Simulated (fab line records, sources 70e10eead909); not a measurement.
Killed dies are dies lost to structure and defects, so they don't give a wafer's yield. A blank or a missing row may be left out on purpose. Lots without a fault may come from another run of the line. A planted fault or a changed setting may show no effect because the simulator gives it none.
fab line records | flow nand_harc
record lots=5 wafers=15 last_day=32
route steps=1302 shown P_STI@86 P_GATE@110 END@1302
lots that met no fault: from a run of the same line without faults
start_h: hours from the record's first day to the start of the lot's first wafer shown | wait_h: hours since the lot's step before | " the same as in the row above | L1.1+2: a row that stands for several wafers | - no value, or no start given | * or withheld: withheld | < > ~ a bound
route shown NAME@n: a module of which the file shows steps, and the number in the route of the first | usual: mean/standard deviation of fault-free wafers | same: alike in all rows | chamber/n: place in a boat | sites: the reading at each site | _std_site: their standard deviation | _edge_site: outer sites' mean less inner sites' | radius_mm: how far each site lies from the wafer's centre | mask NAME#n: copy n | behind: the tool/chamber that last shaped the wafer | hold: why the lot was held/for how many hours/how that ended | device: the transistor (n, p or np) that didn't switch | end of line: the same wafers' tests at the end of the route | a step without rows: its recipe alone | killed: dies lost to structure and defects at the first sort, not the wafer's yield | map: a wafer's dies, x killed, . not, _ none there
set.NAME: the setting as run; set.NAME@STEP: as run at that earlier step | model.NAME: the simulator's own value behind a step, which no gauge read
lots at some steps of the route; a table a step, a row a wafer
services: from which hour (start_h, from the record's first day; less than 0 if before it) a tool's chamber was out of use, for how many hours, and why
## steps
# step NHARC_P_STI_HARDBAKE_13
# recipe temp_c=118 time_s=65
# step NHARC_P_STI_DESCUM_14
# recipe time_s=3 o2_flow_sccm=200 ar_flow_sccm=0 bias_power_w=0 chemistry=O2
# step NHARC_P_STI_ETCH_42
# recipe target_depth_a=800 overetch_a=240 time_s=61 ion_energy_ev=200 n2_flow_sccm=150 h2_flow_sccm=150 ar_flow_sccm=0 rf_w=400 bias_w=150 chemistry=N2/H2
# usual drypump_motor_current_A=5.6/0.4 oes_product_au=1.008/0.014 rf_vpp_V=432.7/2 showerhead_plenum_p_Torr=2.12/0.063 throttle_valve_pct=14.172/0.0093
# columns lot.wafer tool chamber start_h wait_h drypump_motor_current_A oes_product_au rf_hours_counter_h rf_vpp_V showerhead_plenum_p_Torr throttle_valve_pct
L995.4 rie_diel-07 0 44.62 0.1 6.5 1.026 6 435.9 2.19 14.177
L995.3 " 2 " " 5.5 0.985 8 433.2 2.10 14.168
L995.5 " 3 " " 5.7 0.987 - 435.5 2.20 14.189
L997.2 rie_diel-05 2 63.08 0.1 5.2 1.001 0 432.6 2.14 14.174
L997.1 " 3 " " 5.7 1.041 0 433.2 2.14 14.178
L997.6 " 3 " " 5.7 1.024 - 433.2 2.14 14.161
L103.2 rie_diel-05 1 126.01 0.1 5.2 0.998 3 429.4 2.04 14.189
L103.3 " 0 " " 6.0 1.016 3 433.6 2.17 14.158
L103.6 " 1 " " 5.2 0.993 - 430.2 2.04 14.177
L107.1 rie_diel-05 3 163.32 0.1 5.7 1.030 5 433.7 2.14 14.172
L107.3 " 0 " " 6.0 1.021 4 433.1 2.17 14.160
L107.6 " 3 " " 5.7 1.038 - 433.3 2.14 14.181
L114.3 rie_diel-07 2 237.30 0.1 5.5 1.002 7 432.3 2.09 14.179
L114.4 " 3 " " 5.7 0.981 8 434.4 2.19 14.188
L114.1 " 0 " " 6.5 1.003 7 435.4 2.18 14.176
# step NHARC_P_STI_ETCH_31
# recipe target_depth_a=1089 time_s=54.5 cf4_flow_sccm=100 chf3_flow_sccm=30 ar_flow_sccm=0 rf_w=500 bias_w=200 chemistry=CF4/CHF3
# usual drypump_motor_current_A=5.6/0.39 oes_product_au=0.970/0.021 rf_vpp_V=372.5/1.6 showerhead_plenum_p_Torr=1.63/0.042 throttle_valve_pct=16.803/0.009
# columns lot.wafer tool chamber start_h wait_h drypump_motor_current_A oes_product_au rf_hours_counter_h rf_vpp_V showerhead_plenum_p_Torr throttle_valve_pct
L995.4 rie_diel-07 1 - - 6.0 0.988 7 371.2 1.60 16.802
L995.3 " 2 " " 5.4 0.972 8 371.5 1.61 16.810
L995.5 " 1 " " 6.0 0.992 - 370.8 1.60 16.804
L997.2 rie_diel-05 2 - - 5.2 0.965 0 374.7 1.65 16.792
L997.1 " 3 " " 5.7 1.007 0 373.4 1.65 16.822
L997.6 " 1 " " 5.2 0.949 - 369.6 1.57 16.807
L103.3 rie_diel-05 3 - - 5.7 0.986 3 373.3 1.65 16.795
L103.2 " 1 " " 5.2 0.937 3 370.9 1.57 16.790
L103.6 " 2 " " 5.2 0.960 - 372.0 1.65 16.801
L107.1 rie_diel-05 2 - - 5.2 0.918 4 371.4 1.65 16.805
L107.3 " 3 " " 5.7 0.960 5 371.4 1.65 16.804
L107.6 " 2 " " 5.2 0.934 - 372.3 1.65 16.795
L114.1 rie_diel-07 2 - - 5.4 0.993 7 371.5 1.61 16.815
L114.4 " 3 " " 5.7 0.961 8 373.6 1.68 16.798
L114.3 " 1 " " 6.0 0.998 7 371.3 1.60 16.801
# step NHARC_P_STI_ETCH_15
# recipe target_depth_a=3000 taper_deg=4 time_s=100.1 hbr_flow_sccm=150 cl2_flow_sccm=50 rf_w=400 icp_w=400 bias_w=100 chemistry=HBr/Cl2
# usual drypump_motor_current_A=5.6/0.39 hbr_flow_sccm=149.9/0.52 he_backside_leak_sccm=2.7/0.32 oes_product_au=0.998/0.015 throttle_valve_pct=26.406/0.01
# columns lot.wafer tool chamber start_h wait_h drypump_motor_current_A hbr_flow_sccm he_backside_leak_sccm oes_product_au rf_hours_counter_h throttle_valve_pct
L995.4 rie_si-01 3 44.81 - 6.1 149.4 2.5 1.005 0.1 26.412
L995.3 " 2 " " 5.0 149.8 2.9 0.982 0.1 26.420
L995.5 " 0 " " 5.5 149.6 2.4 0.998 - 26.398
L997.1 rie_si-01 2 63.27 - 4.9 150.2 3.0 0.976 0.2 26.400
L997.2 " 0 " " 5.5 149.3 2.4 0.986 0.2 26.410
L997.6 " 3 " " 6.1 149.5 2.5 1.005 - 26.403
L103.3 rie_si-04 3 126.19 - 5.6 149.5 2.4 0.982 0.9 26.398
L103.2 " 1 " " 6.3 149.2 3.0 1.001 0.7 26.418
L103.6 " 0 " " 6.0 149.6 2.5 1.011 - 26.395
L107.3 rie_si-01 1 163.53 - 5.5 150.1 2.8 1.013 1.0 26.397
L107.1 " 2 " " 5.0 149.7 2.9 0.967 1.0 26.402
L107.6 " 0 " " 5.6 149.5 2.4 0.990 - 26.408
L114.1 rie_si-01 1 237.49 - 5.4 149.5 2.9 1.017 0.3 26.414
L114.4 " 3 " " 6.1 149.5 2.4 0.985 0.2 26.421
L114.3 " 0 " " 5.6 149.7 2.5 0.972 0.2 26.417
# step NHARC_P_STI_CD_MEAS_16
# usual cd_nm=198/3
# columns lot.wafer tool chamber start_h wait_h cd_nm
L995.3 cd_sem-03 - 44.97 - 201
L995.4 " - " " 196
L995.5 " - " " 199
L997.1 cd_sem-03 - 63.43 - 199
L997.2 " - " " 199
L997.6 " - " " 200
L103.2 cd_sem-03 - 126.36 - 193
L103.3 " - " " 193
L103.6 " - " " 195
L107.1 cd_sem-01 - 163.66 - 199
L107.3 " - " " 198
L107.6 " - " " 204
L114.1 cd_sem-02 - 237.65 - 198
L114.3 " - " " 194
L114.4 " - " " 199
# step NHARC_P_STI_OCD_MEAS_17
# usual trench_depth_nm=300/6.5 trench_foot_cd_nm=155.9/2.9
# columns lot.wafer tool chamber start_h wait_h trench_depth_nm trench_foot_cd_nm
L995.3 ocd-02 - 45.06 0.1 290 160.1
L995.4 " - " " 304 152.9
L995.5 " - " " 296 157.1
L997.1 ocd-01 - 63.52 0.1 286 160.0
L997.2 " - " " 294 157.8
L997.6 " - " " 303 158.6
L103.2 ocd-02 - 126.44 0.1 302 150.8
L103.3 " - " " 293 151.0
L103.6 " - " " 301 151.1
L107.1 ocd-02 - 163.75 0.1 286 156.9
L107.3 " - " " 306 154.3
L107.6 " - " " 297 161.2
L114.1 ocd-01 - 237.74 0.1 309 155.9
L114.3 " - " " 288 153.7
L114.4 " - " " 295 159.0
# step NHARC_P_STI_STRIP_19
# recipe time_s=900 temp_c=130 chemistry=SPM
# step NHARC_P_STI_PRECLEAN_32
# recipe time_s=* temp_c=50 bath_age_min=0 chemistry=SC1
# step NHARC_P_STI_SRD_23
# step NHARC_P_STI_OCD_MEAS_43
# usual trench_depth_nm=300/6.5 trench_foot_cd_nm=155.9/2.9
# columns lot.wafer tool chamber start_h wait_h trench_depth_nm trench_foot_cd_nm
L995.3 ocd-01 - 45.57 - 290 159.9
L995.4 " - " " 303 153.0
L995.5 " - " " 296 156.7
L997.1 ocd-02 - 64.04 - 286 159.0
L997.2 " - " " 293 158.3
L997.6 " - " " 303 158.1
L103.2 ocd-01 - 126.96 - 303 150.5
L103.3 " - " " 293 150.6
L103.6 " - " " 303 151.0
L107.1 ocd-01 - 164.26 - 286 157.2
L107.3 " - " " 305 154.9
L107.6 " - " " 297 161.6
L114.1 ocd-02 - 238.25 - 308 155.6
L114.3 " - " " 288 153.1
L114.4 " - " " 295 158.8
# step NHARC_P_STI_OXIDE_33
# recipe target_thk_a=100 temp_c=1000 ox_time_s=281 material=SiO2
# step NHARC_P_STI_HDPCVD_20
# recipe target_thk_a=withheld sigma_open_frac=withheld material=SiO2
# columns lot.wafer tool chamber start_h wait_h
L995.4+3+5 hdpcvd-01 1,0,0 54.57 0.6
L997.2+1+6 hdpcvd-01 0,1,0 71.41 0.9
L103.2+3+6 hdpcvd-01 1,0,0 136.95 0.5
L107.1+3+6 hdpcvd-01 1,0,0 175.74 0.5
L114.1+4+3 hdpcvd-01 1,0,1 246.58 0.5
# step NHARC_P_STI_ANNEAL_34
# recipe temp_c=1000 time_s=1800
# step NHARC_P_STI_CMP_21
# recipe t_overpolish_s=20 target_thk_nm=380.67
# usual edge_zone_pressure_frac=0.999/0.0047 motor_current_A=11.9/1.2 overpolish_run_s=19.999/0.0081 slurry_filter_dp_kPa=13.50/0.14
# columns lot.wafer tool chamber start_h wait_h edge_zone_pressure_frac motor_current_A overpolish_run_s slurry_filter_dp_kPa
L995.3 cmp-01 3 65.95 0.4 1.002 12.7 19.984 13.65
L995.4 " 2 " " 1.001 11.1 20.018 13.49
L995.5 " 3 " " 1.000 12.2 20.006 13.53
L997.2 cmp-03 3 81.48 0.4 1.003 12.4 20.002 13.44
L997.1 " 0 " " 0.992 11.8 20.004 13.38
L997.6 " 1 " " 0.999 12.4 19.999 13.57
L103.3 cmp-01 3 146.05 0.4 1.005 12.8 19.976 13.51
L103.2 " 0 " " 1.006 14.2 20.003 13.43
L103.6 " 2 " " 0.998 11.5 20.005 13.83
L107.1 cmp-03 3 184.37 0.4 1.006 12.1 19.997 13.49
L107.3 " 0 " " 0.998 11.2 19.982 13.61
L107.6 " 2 " " 1.000 11.2 19.985 13.34
L114.3 cmp-01 3 255.56 0.4 1.007 13.0 19.999 13.40
L114.4 " 1 " " 1.000 10.4 19.998 13.50
L114.1 " 2 " " 1.008 11.2 19.999 13.57
# step NHARC_P_STI_SRD_35
# step NHARC_P_STI_ETCH_36
# recipe target_depth_a=388 chemistry=dHF material=SiO2
# step NHARC_P_STI_STRIP_24
# recipe temp_c=160 chemistry=H3PO4 material=Si3N4
# step NHARC_P_STI_ETCH_37
# recipe target_depth_a=110 chemistry=dHF material=SiO2
# step NHARC_P_STI_PRECLEAN_38
# recipe time_s=* temp_c=50 bath_age_min=0 chemistry=SC1
# step NHARC_P_STI_SRD_39
# step NHARC_P_STI_OXIDE_40
# recipe target_thk_a=100 temp_c=900 ox_time_s=1362 material=SiO2
# step NHARC_P_STI_INSPECT_25
# usual raw_defect_count=222/74
# columns lot.wafer tool chamber start_h wait_h raw_defect_count
L995.3 defect_inspect-01 - 73.92 0.4 216
L995.4 " - " " 315
L995.5 " - " " 297
L997.1 defect_inspect-01 - 89.46 0.4 148
L997.2 " - " " 157
L997.6 " - " " 162
L103.2 defect_inspect-02 - 154.43 0.4 167
L103.3 " - " " 180
L103.6 " - " " 176
L107.1 defect_inspect-02 - 193.59 0.4 219
L107.3 " - " " 267
L107.6 " - " " 382
L114.1 defect_inspect-01 - 261.01 0.4 123
L114.3 " - " " 110
L114.4 " - " " 180
# step NHARC_P_GATE_ETCH_69
# recipe target_depth_a=140 chemistry=dHF material=SiO2
# step NHARC_P_GATE_PRECLEAN_70
# recipe time_s=* temp_c=50 bath_age_min=0 chemistry=SC1
# step NHARC_P_GATE_SRD_01
# step NHARC_P_GATE_OXIDE_02
# recipe target_thk_a=375 temp_c=950 p_h2o_torr=720 ox_time_s=365 material=SiO2
# step NHARC_P_GATE_DEHYDRATE_03
# recipe temp_c=150 time_s=120
# step NHARC_P_GATE_HMDS_04
# recipe time_s=30
# step NHARC_P_GATE_COAT_05
# recipe spin_rpm=4690
# step NHARC_P_GATE_SOFTBAKE_06
# recipe temp_c=122 time_s=95
# step NHARC_P_GATE_EBR_07
# step NHARC_P_GATE_EXPOSE_08
# recipe na=0.6 dose_mj=16.75 mask_id=P_HV
# step NHARC_P_GATE_PEB_09
# recipe peb_temp_c=118 peb_time_s=85
# step NHARC_P_GATE_DEVELOP_10
# recipe time_s=70
# step NHARC_P_GATE_CD_MEAS_11
# recipe target_cd_nm=1640 landing_energy_ev=500
# usual cd_nm=1639.9/2.2
# columns lot.wafer tool chamber start_h wait_h cd_nm
L995.3 cd_sem-03 0 82.55 - 1637.1
L995.4 " 0 " " 1641.2
L995.5 " 0 " " 1641.5
L997.1 cd_sem-01 0 97.76 - 1643.6
L997.2 " 0 " " 1637.9
L997.6 " 0 " " 1640.6
L103.2 cd_sem-03 0 162.88 - 1641.1
L103.3 " 0 " " 1634.5
L103.6 " 0 " " 1638.4
L107.1 cd_sem-01 0 202.31 - 1640.4
L107.3 " 0 " " 1640.4
L107.6 " 0 " " 1638.0
L114.1 cd_sem-01 0 269.31 - 1638.2
L114.3 " 0 " " 1641.4
# step NHARC_P_GATE_HARDBAKE_12
# recipe temp_c=125 time_s=80
# step NHARC_P_GATE_DESCUM_13
# recipe time_s=3 o2_flow_sccm=200 ar_flow_sccm=0 bias_power_w=0 chemistry=O2
# usual drypump_motor_current_A=5.8/0.49 oes_product_au=1.000/0.014 rf_vpp_V=57.8/0.97 showerhead_plenum_p_Torr=1.94/0.098 throttle_valve_pct=11.312/0.0086
# same bias_power_w=0
# columns lot.wafer tool chamber start_h wait_h drypump_motor_current_A oes_product_au rf_hours_counter_h rf_vpp_V showerhead_plenum_p_Torr throttle_valve_pct
L995.3 rie_diel-09 3 82.71 - 5.3 1.001 4 58.0 2.02 11.307
L995.4 " 1 " " 5.2 1.015 4 59.4 2.06 11.309
L995.5 " 3 " " 5.3 1.006 - 57.4 2.02 11.313
L997.1 rie_diel-10 1 97.92 - 5.7 0.998 1 57.1 1.78 11.317
L997.2 " 3 " " 5.8 1.001 2 56.9 1.91 11.308
L997.6 " 2 " " 4.9 0.996 - 56.9 1.82 11.303
L103.3 rie_diel-08 1 163.04 - 5.9 1.025 9 56.4 1.82 11.300
L103.2 " 0 " " 5.6 1.013 7 58.2 2.06 11.306
L103.6 " 1 " " 5.9 1.023 - 57.1 1.82 11.315
L107.3 rie_diel-08 2 202.49 - 6.5 1.006 0 57.6 1.98 11.321
L107.1 " 3 " " 6.3 0.992 0 57.8 2.01 11.314
L107.6 " 2 " " 6.5 1.010 - 57.1 1.98 11.320
L114.3 rie_diel-10 2 269.49 - 4.8 1.010 0 55.8 1.82 11.301
L114.1 " 3 " " 5.8 1.001 0 58.3 1.90 11.314
# step NHARC_P_GATE_ETCH_14
# recipe target_depth_a=488 chemistry=dHF material=SiO2
# step NHARC_P_GATE_STRIP_15
# recipe time_s=780 temp_c=130 chemistry=SPM
# step NHARC_P_GATE_PRECLEAN_71
# recipe time_s=* temp_c=50 bath_age_min=0 chemistry=SC1
# step NHARC_END_SORT_01
# recipe temp_c=25
# usual killed_at_array=63/27 killed_at_other=0.7/1.2 killed_at_periphery=3.1/2 killed_dies=67/28 killed_open=3.0/1.9 killed_short=2.2/1.5
# same gross_dies=677
# columns lot.wafer tool chamber start_h wait_h killed_at_array killed_at_other killed_at_periphery killed_dies killed_open killed_short
L107.3 prober-02 0 671.18 3.1 35 1 0 36 3 1
L107.6 prober-02 0 673.58 4.0 29 0 2 31 4 5
L114.4 prober-02 0 773.94 3.4 94 0 583 677 4 4
# killed by level:class
L107.3 A_CHANNEL_HOLE_D1:chamber_film_flake=11 A_CONTACT:chamber_film_flake=7 A_SLIT:chamber_film_flake=3 A_ZERO_WELL:chamber_film_flake=2 A_DECK1_JOINT:chamber_film_flake=2 A_BLC:chamber_film_flake=2 A_CHANNEL_FILL_D1:geometric_particle:short=1 A_CHANNEL_FILL_D1:geometric_particle:open=1
L107.6 A_CHANNEL_HOLE_D1:chamber_film_flake=6 A_CONTACT:chamber_film_flake=4 A_SLIT:chamber_film_flake=3 A_DECK1_JOINT:chamber_film_flake=3 A_ONON_D1:geometric_particle:short=2 A_CHANNEL_FILL_D1:geometric_particle:open=2 A_STAIRCASE:chamber_film_flake=2 A_BLC:chamber_film_flake=2
L114.4 P_STI:area_hdpcvd=582 A_CHANNEL_HOLE_D1:chamber_film_flake=34 A_SLIT:chamber_film_flake=28 A_CHANNEL_HOLE_D2:chamber_film_flake=17 A_CONTACT:chamber_film_flake=5 A_WL_FILL:geometric_particle:short=2 A_CHANNEL_HOLE_D1:geometric_particle:short=1 A_CHANNEL_FILL_D1:geometric_particle:open=1
# map L114.4 (x killed, . not)
____________x____________
_________xxxxxxx_________
_______xxxxxxxxxxx_______
______xxxxxxxxxxxxx______
_____xxxxxxxxxxxxxxx_____
____xxxxxxxxxxxxxxxxx____
____xxxxxxxxxxxxxxxxx____
___xxxxxxxxxxxxxxxxxxx___
___xxxxxxxxxxxxxxxxxxx___
__xxxxxxxxxxxxxxxxxxxxx__
__xxxxxxxxxxxxxxxxxxxxx__
_xxxxxxxxxxxxxxxxxxxxxxx_
_xxxxxxxxxxxxxxxxxxxxxxx_
_xxxxxxxxxxxxxxxxxxxxxxx_
_xxxxxxxxxxxxxxxxxxxxxxx_
_xxxxxxxxxxxxxxxxxxxxxxx_
xxxxxxxxxxxxxxxxxxxxxxxxx
xxxxxxxxxxxxxxxxxxxxxxxxx
xxxxxxxxxxxxxxxxxxxxxxxxx
xxxxxxxxxxxxxxxxxxxxxxxxx
xxxxxxxxxxxxxxxxxxxxxxxxx
_xxxxxxxxxxxxxxxxxxxxxxx_
_xxxxxxxxxxxxxxxxxxxxxxx_
_xxxxxxxxxxxxxxxxxxxxxxx_
_xxxxxxxxxxxxxxxxxxxxxxx_
_xxxxxxxxxxxxxxxxxxxxxxx_
__xxxxxxxxxxxxxxxxxxxxx__
__xxxxxxxxxxxxxxxxxxxxx__
___xxxxxxxxxxxxxxxxxxx___
___xxxxxxxxxxxxxxxxxxx___
____xxxxxxxxxxxxxxxxx____
____xxxxxxxxxxxxxxxxx____
_____xxxxxxxxxxxxxxx_____
______xxxxxxxxxxxxx______
_______xxxxxxxxxxx_______
_________xxxxxxx_________
____________x____________
# map L107.3 (x killed, . not)
____________.____________
_________......._________
_______..........._______
______.............______
_____....x.........._____
____.x...............____
____..............x..____
___..........x........___
___..x................___
__.....................__
__.....................__
_..........x..xxx......._
_.x.x..x.....x.......x.._
_.............xx........_
_...........x.....x....._
_...........x..........._
.......x.................
...........x.............
...........x..x..........
...............xx........
..........x....x.........
_..............x........_
_......................._
_......................x_
_..........x..x........._
_......................._
__.....................__
__.....................__
___...................___
___...................___
____.........xx......____
____.................____
_____..............._____
______.............______
_______........x.._______
_________....xx._________
____________.____________
## services
# columns tool chamber start_h hours kind
rie_si-01 0 32.49 6.8 repair
rie_diel-05 2 37.81 6.8 repair
cmp-01 - 42.34 0.4 repair
rie_diel-05 - 52.60 9.0 pm
cmp-01 - 55.74 1.8 repair
rie_diel-05 2 63.47 9.2 repair
rie_diel-05 0 64.51 5.2 repair
rie_diel-07 0 67.41 6.9 repair
hdpcvd-01 - 67.98 1.5 repair
cmp-01 - 70.72 1.5 repair
rie_si-01 3 95.48 8.0 repair
rie_diel-07 1 108.15 2.0 repair
rie_diel-05 1 114.16 2.8 repair
rie_diel-07 - 117.27 9.0 pm
rie_diel-07 2 174.35 6.9 repair
hdpcvd-01 - 185.00 13.0 pm
rie_si-01 - 193.00 9.0 pm
hdpcvd-01 - 198.98 0.3 repair
rie_diel-07 3 203.71 3.7 repair
rie_si-01 0 218.09 2.7 repair
rie_diel-05 0 224.78 15.7 repair
rie_diel-05 - 229.60 9.0 pm
rie_diel-07 - 251.01 0.8 repair
rie_diel-05 1 255.99 1.6 repair
## key
first_sign step=NHARC_END_SORT_01 reading=killed_at_periphery direction=up sigmas=99+ usual=3.1 struck=583
effect step=NHARC_END_SORT_01 reading=killed_dies direction=up sigmas=22 usual=67 struck=677
more_kills_born_at NHARC_P_STI_HDPCVD_20@hdpcvd-01=582
met_at NHARC_P_STI_HDPCVD_20
struck_wafers L114.4
later_rows_left_out L114.4
tester_left_out L114
onset_between 175.74 246.58
fault kind=process_parameter_drift tool=hdpcvd-01 chamber=0 onset_h=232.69 steps=NHARC_P_STI_HDPCVD_20 channel=target_thk_a offset=withheld shape=step end_h=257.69
# tester_left_out: of these lots the tester's yield and bins aren't shown, on N5 and GAA mostly nor the transistor test; their killed dies are dies lost to structure and defects alone, not to doping, threshold or leakage, so they don't give the yield
# later_rows_left_out: the simulator's readings of these wafers behind a module that went badly wrong aren't trusted and aren't shown, but for the sort
